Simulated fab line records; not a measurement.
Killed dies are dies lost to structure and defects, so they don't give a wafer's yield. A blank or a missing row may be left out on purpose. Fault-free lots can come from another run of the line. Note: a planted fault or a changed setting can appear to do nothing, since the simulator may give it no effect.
Which tool was responsible? | flow nandHarc | 14 lots, 42 wafers sampled, at 4 steps of a route of 1302

== WHAT THE GAUGES READ, wafer by wafer ==
Not one reading of a measure or inspect step in the record can be checked against a usual standard deviation.

== TOOL THAT RAN EACH LOT (tool first, then ch and the chambers of the sampled wafers, then the start) ==
lot  | NHARC_A_SLIT_ETCH_24              | NHARC_A_WL_FILL_STRIP_27            | NHARC_A_WL_FILL_ETCHBACK_17      | NHARC_A_WL_FILL_CMP_12
L890 | rieDiel-10 ch 2,3, day 19 16:30   | plasmaAsher-02 ch 0, day 20 07:47   | rieMetal-03 ch 1, day 20 17:48   | cmp-03 ch 0,3, day 20 23:41
L891 | rieDiel-10 ch 0,1,2, day 20 04:59 | plasmaAsher-01 ch 0,1, day 20 19:35 | rieMetal-01 ch 1, day 21 11:53   | cmp-04 ch 0,1, day 21 17:49
L894 | rieDiel-01 ch 1, day 20 22:58     | plasmaAsher-02 ch 0,1, day 21 21:17 | rieMetal-02 ch 0, day 22 09:07   | cmp-02 ch 0,2,3, day 22 15:02
L895 | rieDiel-09 ch 0,1, day 20 23:10   | plasmaAsher-01 ch 0,1, day 21 13:51 | rieMetal-01 ch 0,1, day 22 03:10 | cmp-02 ch 0,3, day 22 08:48
L892 | rieDiel-09 ch 1,2, day 21 03:06   | plasmaAsher-01 ch 0,1, day 21 23:34 | rieMetal-01 ch 0,1, day 22 10:29 | cmp-04 ch 0,1,3, day 22 15:04
L896 | rieDiel-10 ch 0,2, day 22 07:05   | plasmaAsher-02 ch 0,1, day 22 22:14 | rieMetal-01 ch 1, day 23 09:33   | cmp-02 ch 0,3, day 23 15:21
L898 | rieDiel-01 ch 1,2,3, day 22 18:52 | plasmaAsher-01 ch 0,1, day 23 09:31 | rieMetal-01 ch 0,1, day 23 20:56 | cmp-04 ch 0,1,2, day 24 03:02
L897 | rieDiel-10 ch 1,2,3, day 22 20:31 | plasmaAsher-02 ch 0,1, day 23 13:28 | rieMetal-02 ch 1, day 23 21:01   | cmp-02 ch 2,3, day 24 02:55
L900 | rieDiel-10 ch 1,2,3, day 24 16:52 | plasmaAsher-01 ch 0,1, day 25 07:50 | rieMetal-03 ch 0,1, day 25 17:41 | cmp-03 ch 0,1, day 25 23:23
L902 | rieDiel-09 ch 0,3, day 24 17:25   | plasmaAsher-02 ch 0,1, day 25 07:31 | rieMetal-02 ch 1, day 25 17:44   | cmp-02 ch 0,2,3, day 25 23:28
L903 | rieDiel-10 ch 0,1,3, day 25 03:56 | plasmaAsher-01 ch 0,1, day 25 19:13 | rieMetal-03 ch 0,1, day 26 06:19 | cmp-02 ch 0,2, day 26 12:08
L904 | rieDiel-10 ch 0,1,3, day 25 09:52 | plasmaAsher-01 ch 0,1, day 26 00:28 | rieMetal-03 ch 0,1, day 26 16:28 | cmp-03 ch 0,1,2, day 26 22:07
L908 | rieDiel-10 ch 0,1,3, day 27 06:19 | plasmaAsher-02 ch 0, day 27 19:41   | rieMetal-01 ch 0,1, day 28 05:26 | cmp-02 ch 1,2,3, day 28 11:41
L911 | rieDiel-10 ch 1,2,3, day 28 06:57 | plasmaAsher-02 ch 0,1, day 29 00:01 | rieMetal-01 ch 0,1, day 29 10:17 | cmp-03 ch 1,2, day 29 16:28
- NHARC_A_SLIT_ETCH_24: etches the open film in CF4/CHF3, target depth 121 nm, time 60.5 s.
- NHARC_A_WL_FILL_STRIP_27: strips in N2/H2, time 20 s.
- NHARC_A_WL_FILL_ETCHBACK_17: etches the open film in Cl2/BCl3, target depth 4 nm, time 26.7 s.
- NHARC_A_WL_FILL_CMP_12: polishes, t overpolish 30 s, target thk 100 nm.

== AS READ BY THE TOOLS THEMSELVES (means over the sampled wafers that have a number; for cases with no such wafer, the mark the record gives instead) ==
NHARC_A_SLIT_ETCH_24.
lot  | tool       | drypumpMotorCurrentA (A) | oesProductAu (a.u.) | rfVppV (V) | showerheadPlenumPTorr (Torr) | throttleValvePct (%)
L890 | rieDiel-10 | 5.5                      | 0.971               | 369.4      | 1.54                         | 16.804
L891 | rieDiel-10 | 5.6                      | 0.965               | 371.3      | 1.62                         | 16.803
L894 | rieDiel-01 | 5.3                      | 0.952               | 368.0      | 1.51                         | 16.802
L895 | rieDiel-09 | 5.9                      | 0.926               | 372.2      | 1.60                         | 16.804
L892 | rieDiel-09 | 6.3                      | 0.948               | 368.2      | 1.51                         | 16.810
L896 | rieDiel-10 | 5.6                      | 0.975               | 371.4      | 1.59                         | 16.800
L898 | rieDiel-01 | 5.9                      | 0.958               | 370.6      | 1.59                         | 16.805
L897 | rieDiel-10 | 5.5                      | 0.960               | 369.5      | 1.57                         | 16.814
L900 | rieDiel-10 | 5.5                      | 0.961               | 370.0      | 1.56                         | 16.798
L902 | rieDiel-09 | 5.5                      | 0.947               | 372.6      | 1.62                         | 16.808
L903 | rieDiel-10 | 5.7                      | 0.944               | 371.0      | 1.59                         | 16.792
L904 | rieDiel-10 | 5.7                      | 0.928               | 371.3      | 1.59                         | 16.807
L908 | rieDiel-10 | 5.7                      | 0.924               | 371.9      | 1.59                         | 16.806
L911 | rieDiel-10 | 5.5                      | 0.928               | 370.3      | 1.56                         | 16.809

NHARC_A_WL_FILL_STRIP_27.
lot  | tool           | drypumpMotorCurrentA (A) | heaterPowerW (W)
L890 | plasmaAsher-02 | 4.9                      | 298
L891 | plasmaAsher-01 | 5.8                      | 321
L894 | plasmaAsher-02 | 4.8                      | 334
L895 | plasmaAsher-01 | 5.8                      | 301
L892 | plasmaAsher-01 | 5.8                      | 305
L896 | plasmaAsher-02 | 4.8                      | 333
L898 | plasmaAsher-01 | 5.8                      | 287
L897 | plasmaAsher-02 | 4.8                      | 331
L900 | plasmaAsher-01 | 5.8                      | 281
L902 | plasmaAsher-02 | 4.8                      | 313
L903 | plasmaAsher-01 | 5.8                      | 285
L904 | plasmaAsher-01 | 5.8                      | 308
L908 | plasmaAsher-02 | 4.9                      | 298
L911 | plasmaAsher-02 | 4.8                      | 311

NHARC_A_WL_FILL_ETCHBACK_17.
lot  | tool        | drypumpMotorCurrentA (A) | oesProductAu (a.u.) | runLengthS (s)
L890 | rieMetal-03 | 5.75                     | 1.004               | 48.7
L891 | rieMetal-01 | 5.41                     | 1.014               | 48.1
L894 | rieMetal-02 | 5.53                     | 1.006               | 47.5
L895 | rieMetal-01 | 5.49                     | 1.017               | 48.2
L892 | rieMetal-01 | 5.48                     | 1.020               | 48.3
L896 | rieMetal-01 | 5.43                     | 1.027               | 48.1
L898 | rieMetal-01 | 5.53                     | 1.020               | 47.8
L897 | rieMetal-02 | 5.77                     | 1.002               | 48.0
L900 | rieMetal-03 | 5.67                     | 0.993               | 48.1
L902 | rieMetal-02 | 5.77                     | 0.999               | 47.8
L903 | rieMetal-03 | 5.69                     | 0.997               | 48.0
L904 | rieMetal-03 | 5.61                     | 1.002               | 47.6
L908 | rieMetal-01 | 5.47                     | 1.002               | 44.8
L911 | rieMetal-01 | 5.53                     | 0.999               | 41.0

NHARC_A_WL_FILL_CMP_12.
lot  | tool   | motorCurrentA (A) | overpolishRunS (s) | padLifeWafers | slurryFilterDpKPa (kPa) | timeToEndpointS (s)
L890 | cmp-03 | 12.6              | 30.000             | 108           | 13.66                   | 16.8
L891 | cmp-04 | 9.9               | 30.004             | 116           | 13.53                   | 17.4
L894 | cmp-02 | 13.4              | 29.999             | 404           | 13.37                   | 20.0
L895 | cmp-02 | 13.9              | 30.003             | 385           | 13.51                   | 19.5
L892 | cmp-04 | 11.1              | 30.004             | 26            | 13.37                   | 18.4
L896 | cmp-02 | 14.1              | 30.001             | 36            | 13.44                   | 20.6
L898 | cmp-04 | 11.0              | 29.997             | 158           | 13.50                   | 21.7
L897 | cmp-02 | 12.7              | 30.000             | 122           | 13.50                   | 21.8
L900 | cmp-03 | 11.9              | 29.996             | 168           | 13.58                   | 20.2
L902 | cmp-02 | 13.3              | 29.995             | 303           | 13.42                   | 17.3
L903 | cmp-02 | 13.9              | 29.994             | 380           | 13.57                   | 20.6
L904 | cmp-03 | 11.9              | 30.004             | 254           | 13.55                   | 19.2
L908 | cmp-02 | 12.8              | 30.003             | 134           | 13.50                   | 20.9
L911 | cmp-03 | 12.2              | 29.989             | 126           | 13.55                   | 21.0

== THE ANSWER, worked out from the rows above alone ==
Rule: the lots themselves supply what counts as usual. The widest of any qualifying gaps counts: lots, ordered by their means at a reading, are off when they make up no more than a third of the lots, leave a main group of 4 or more, and stand apart from it by 3 or more times the standard deviation of that group's means. If all means in a main group match to the digits the tables above print for the reading, that group is not used. A lot without any number at a reading at which 4 lots or more have one is off too. Where the step has rows for the other lots, those lots are counted as sound. First the gauges in route order, then the tools' own readings, where a lot's mean is used as printed above. At the first step where some lot is off, the reading lying furthest off is the one used; lots without a number count as furthest.
Off: L908, L911 (NHARC_A_WL_FILL_ETCHBACK_17, runLengthS). The main group: mean 48.0 s, standard deviation 0.31.
If a tool, at that step or one of the process steps before it, ran each lot that is off and ran no sound lot following the first of them, it fits. Can't be told from this: 3 tools fit, rieDiel-10 at NHARC_A_SLIT_ETCH_24, plasmaAsher-02 at NHARC_A_WL_FILL_STRIP_27, rieMetal-01 at NHARC_A_WL_FILL_ETCHBACK_17.

== WHAT WAS PUT IN BY THE SIMULATOR ==
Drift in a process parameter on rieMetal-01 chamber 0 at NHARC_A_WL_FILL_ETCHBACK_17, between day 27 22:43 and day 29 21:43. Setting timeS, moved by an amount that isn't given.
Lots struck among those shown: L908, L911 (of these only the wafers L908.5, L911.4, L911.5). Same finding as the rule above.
